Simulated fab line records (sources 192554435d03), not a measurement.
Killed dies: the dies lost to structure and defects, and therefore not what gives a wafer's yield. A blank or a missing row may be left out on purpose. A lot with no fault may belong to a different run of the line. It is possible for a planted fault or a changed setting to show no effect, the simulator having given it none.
Which tool did it? | flow n5_finfet | 10 lots with 28 wafers sampled at 6 steps, on a route of 1938 steps

## WHAT EACH GAUGE READ, for each wafer
N5_BEOL_M0_CUTY_OVL_MEAS_58.
lot  | measured     | on         | M0_ABLK_OVL (nm)
L666 | day 6 06:56  | overlay-02 | -0.6 0.4
L671 | day 7 11:10  | overlay-01 | -0.1 0.8 -0.4
L675 | day 8 13:58  | overlay-02 | -0.9 -0.2
L676 | day 8 17:10  | overlay-01 | -1.4 -2.0 -1.4
L678 | day 9 06:48  | overlay-02 | 0.6 -0.7 0.9
L679 | day 9 12:53  | overlay-01 | -1.4 -2.5 0.4
L681 | day 10 00:22 | overlay-01 | -1.6 -0.6 -0.5
L682 | day 10 04:07 | overlay-02 | 0.2 0.1 -0.5
L686 | day 11 09:44 | overlay-02 | -1.3 -1.7 -0.1
L687 | day 11 16:53 | overlay-02 | 0.6 -0.2 0.6

N5_BEOL_M0_CUTY_INSPECT_59: inspects for defects (macro).
lot  | measured     | on                | raw_defect_count
L666 | day 6 06:58  | defect_inspect-01 | 1 2
L671 | day 7 11:11  | defect_inspect-01 | 2 1 2
L675 | day 8 14:00  | defect_inspect-01 | 0 0
L676 | day 8 17:11  | defect_inspect-01 | 0 5 2
L678 | day 9 06:49  | defect_inspect-01 | 3 2 1
L679 | day 9 12:54  | defect_inspect-01 | 1 2 4
L681 | day 10 00:24 | defect_inspect-02 | 1 5 10
L682 | day 10 04:08 | defect_inspect-02 | 1 2 14
L686 | day 11 09:46 | defect_inspect-01 | 2 2 3
L687 | day 11 16:55 | defect_inspect-01 | 2 4 0

N5_BEOL_M4_RC_MEAS_101.
lot  | measured     | on        | DIBL_N (mV/V)  | DIBL_P (mV/V)  | IOFF_N (nA/um) | IOFF_P (nA/um) | ION_N (uA/um) | ION_P (uA/um) | SS_N (mV/dec)  | SS_P (mV/dec)  | VT_N (mV)   | VT_P (mV)
L666 | day 9 12:31  | prober-02 | 39.2 39.5      | 39.0 38.4      | 0.22 0.22      | 0.23 0.24      | 689 677       | 462 464       | 72.0 72.4      | 74.0 73.7      | 246 245     | -252 -252
L671 | day 10 22:04 | prober-02 | 34.9 35.3 34.3 | 34.9 33.9 33.7 | 0.15 0.15 0.14 | 0.20 0.19 0.19 | 681 666 667   | 470 458 469   | 71.3 71.8 71.0 | 73.2 72.7 72.7 | 247 249 250 | -250 -248 -253
L675 | day 12 10:33 | prober-02 | 35.0 35.8      | 34.6 35.2      | 0.12 0.13      | 0.17 0.18      | 667 664       | 456 452       | 71.5 71.1      | 72.6 72.2      | 256 254     | -254 -252
L676 | day 12 12:31 | prober-01 | 38.7 37.4 39.8 | 36.9 35.4 39.0 | 0.17 0.15 0.20 | 0.20 0.18 0.24 | 686 657 690   | 460 455 466   | 71.9 71.2 72.5 | 73.5 73.8 74.3 | 248 254 249 | -252 -254 -252
L678 | day 12 18:41 | prober-02 | 39.9 35.5 37.2 | 40.4 34.8 36.8 | 0.25 0.16 0.18 | 0.28 0.19 0.23 | 707 663 674   | 470 453 462   | 72.9 71.0 72.1 | 75.2 73.6 74.4 | 245 251 249 | -248 -251 -249
L679 | day 13 06:35 | prober-02 | 33.7 38.1 34.3 | 34.0 39.5 34.0 | 0.11 0.18 0.11 | 0.16 0.24 0.15 | 664 683 661   | 456 474 453   | 71.0 72.7 70.8 | 72.5 73.6 72.9 | 255 252 255 | -252 -250 -255
L681 | day 13 11:50 | prober-01 | 38.4 36.4 36.3 | 39.3 37.1 36.7 | 0.20 0.16 0.17 | 0.25 0.21 0.21 | 689 674 700   | 470 459 474   | 71.7 71.1 71.9 | 73.9 73.2 73.1 | 244 250 247 | -248 -251 -251
L682 | day 13 19:34 | prober-01 | 33.3 33.8 35.5 | 34.4 34.5 36.3 | 0.14 0.12 0.16 | 0.16 0.16 0.19 | 686 662 674   | 462 455 456   | 72.0 71.7 71.9 | 72.5 73.3 73.9 | 250 254 250 | -254 -253 -253
L686 | day 14 21:52 | prober-01 | 33.3 37.5 36.8 | 33.5 38.2 36.7 | 0.13 0.19 0.18 | 0.15 0.21 0.20 | 663 677 680   | 460 459 460   | 71.1 72.0 71.3 | 72.2 73.9 73.4 | 250 248 244 | -253 -250 -252
L687 | day 15 11:43 | prober-01 | 36.4 34.1 34.1 | 35.3 32.6 32.6 | 0.16 0.13 0.13 | 0.21 0.17 0.18 | 669 673 676   | 459 464 466   | 71.8 71.4 71.1 | 73.7 72.4 73.0 | 250 253 251 | -250 -253 -252

## WHAT TOOL EACH LOT RAN ON (gives the tool, then ch and the chambers of the sampled wafers, and finally the start)
lot  | N5_BEOL_M0_SAQP_RECESS_109         | N5_BEOL_M0_SAQP_CUT_ETCH_46        | N5_BEOL_M0_SAQP_ALD_48
L666 | vapor_etch-01 ch 0, day 6 04:13    | rie_diel-06 ch 0,1, day 6 05:35    | ald_sin-01 ch 1,2, day 6 05:53
L671 | vapor_etch-01 ch 0,1, day 7 08:30  | rie_diel-05 ch 0,1,3, day 7 10:02  | ald_sin-03 ch 0,2,3, day 7 10:14
L675 | vapor_etch-01 ch 1, day 8 10:56    | rie_diel-06 ch 1,2, day 8 12:32    | ald_sin-03 ch 0,1, day 8 12:55
L676 | vapor_etch-01 ch 0,1, day 8 14:14  | rie_diel-05 ch 0,1,2, day 8 15:38  | ald_sin-02 ch 0,1,2, day 8 16:04
L678 | vapor_etch-02 ch 0,1, day 9 03:57  | rie_diel-02 ch 2,3, day 9 05:29    | ald_sin-01 ch 2,3, day 9 05:41
L679 | vapor_etch-01 ch 0, day 9 09:49    | rie_diel-06 ch 0,1,3, day 9 11:45  | ald_sin-01 ch 0,1,2, day 9 11:57
L681 | vapor_etch-02 ch 0,1, day 9 21:37  | rie_diel-06 ch 0,2,3, day 9 23:02  | ald_sin-02 ch 0,2,3, day 9 23:15
L682 | vapor_etch-02 ch 0,1, day 10 01:14 | rie_diel-06 ch 0,1,3, day 10 02:52 | ald_sin-01 ch 0,3, day 10 03:04
L686 | vapor_etch-01 ch 0,1, day 11 06:58 | rie_diel-05 ch 0,1, day 11 08:29   | ald_sin-01 ch 1,2, day 11 08:41
L687 | vapor_etch-01 ch 0,1, day 11 13:04 | rie_diel-02 ch 1,3, day 11 15:38   | ald_sin-03 ch 1,2, day 11 15:50
- N5_BEOL_M0_SAQP_RECESS_109: chemistry HF/NH3, target SiO2, target depth 3 nm, afs cycles 1, sublimation time 60 s.
- N5_BEOL_M0_SAQP_CUT_ETCH_46: etches SOC in N2/H2, target depth 135 nm, overetch 27 nm, time 202.5 s.
- N5_BEOL_M0_SAQP_ALD_48: deposits SiO2, target thk 20 nm, pulse time 1 s, co reactant pulse time 1 s.

## AS READ BY THE TOOLS THEMSELVES (means over the sampled wafers that have a number; for cases with no such wafer, the mark the record gives instead)
N5_BEOL_M0_SAQP_RECESS_109.
lot  | tool          | drypump_motor_current_A (A) | temp_c (C)
L666 | vapor_etch-01 | 6.2                         | 30.06
L671 | vapor_etch-01 | 5.9                         | 30.14
L675 | vapor_etch-01 | 5.7                         | 29.91
L676 | vapor_etch-01 | 5.9                         | 29.93
L678 | vapor_etch-02 | 5.7                         | 29.85
L679 | vapor_etch-01 | 6.2                         | 30.18
L681 | vapor_etch-02 | 5.7                         | 30.09
L682 | vapor_etch-02 | 5.7                         | 29.96
L686 | vapor_etch-01 | 6.0                         | 30.04
L687 | vapor_etch-01 | 6.0                         | 29.99

N5_BEOL_M0_SAQP_CUT_ETCH_46.
lot  | tool        | drypump_motor_current_A (A) | h2_flow_sccm (sccm) | rf_vpp_V (V) | showerhead_plenum_p_Torr (Torr) | temp_c (C) | throttle_valve_pct (%)
L666 | rie_diel-06 | 5.9                         | 200.0               | 522.5        | 2.50                            | 39.97      | 18.02
L671 | rie_diel-05 | 5.3                         | 199.5               | 524.4        | 2.52                            | 40.06      | 17.69
L675 | rie_diel-06 | 6.1                         | 199.6               | 524.0        | 2.58                            | 39.97      | 17.99
L676 | rie_diel-05 | 5.7                         | 199.7               | 524.0        | 2.56                            | 40.00      | 17.52
L678 | rie_diel-02 | 5.7                         | 200.0               | 522.9        | 2.52                            | 40.08      | 17.70
L679 | rie_diel-06 | 5.7                         | 200.2               | 524.5        | 2.54                            | 40.01      | 18.02
L681 | rie_diel-06 | 5.5                         | 200.3               | 524.7        | 2.57                            | 40.01      | 17.98
L682 | rie_diel-06 | 5.8                         | 200.3               | 524.0        | 2.54                            | 39.98      | 18.03
L686 | rie_diel-05 | 5.5                         | 200.3               | 524.9        | 2.56                            | 39.96      | 17.61
L687 | rie_diel-02 | 5.6                         | 199.6               | 522.6        | 2.49                            | 40.00      | 17.83

N5_BEOL_M0_SAQP_ALD_48.
lot  | tool       | heater_power_w (W) | precursor_pulse_height_rel
L666 | ald_sin-01 | 82                 | 1.002
L671 | ald_sin-03 | 80                 | 0.990
L675 | ald_sin-03 | 78                 | 1.008
L676 | ald_sin-02 | 85                 | 1.010
L678 | ald_sin-01 | 78                 | 1.014
L679 | ald_sin-01 | 80                 | 0.972
L681 | ald_sin-02 | 85                 | 0.992
L682 | ald_sin-01 | 75                 | 1.006
L686 | ald_sin-01 | 84                 | 0.988
L687 | ald_sin-03 | 77                 | 1.009

## THE ANSWER, worked out from the rows above alone
Rule: the usual values come from the lots themselves. The widest of any qualifying gaps counts: lots, ordered by their means at a reading, are off when they make up no more than a third of the lots, leave a main group of 4 or more, and stand apart from it by 3 or more times the standard deviation of that group's means. A main group is skipped when, at the precision printed for the reading in the tables above, its means are all equal. Also off: a lot with no number at a reading for which 4 or more lots have one. All remaining lots with rows at the step are treated as sound. The gauges are gone through in route order, then the tools' own readings, and for those a lot's mean is taken as printed above. The first step at which some lot is off is used, and at that step the reading that is off furthest; a lot without a number counts as furthest.
Off at N5_BEOL_M0_CUTY_INSPECT_59 (raw_defect_count): L681, L682. The main group: mean 1.8, standard deviation 0.73.
If a tool, at a process step before that reading, ran all the lots that are off and no sound lot after the first of them, it fits. The gauges at N5_BEOL_M0_CUTY_INSPECT_59 are tried like those tools. Can't be told from this: 3 tools fit, vapor_etch-02 at N5_BEOL_M0_SAQP_RECESS_109, rie_diel-06 at N5_BEOL_M0_SAQP_CUT_ETCH_46, defect_inspect-02 at N5_BEOL_M0_CUTY_INSPECT_59.

## WHAT THE SIMULATOR PUT IN
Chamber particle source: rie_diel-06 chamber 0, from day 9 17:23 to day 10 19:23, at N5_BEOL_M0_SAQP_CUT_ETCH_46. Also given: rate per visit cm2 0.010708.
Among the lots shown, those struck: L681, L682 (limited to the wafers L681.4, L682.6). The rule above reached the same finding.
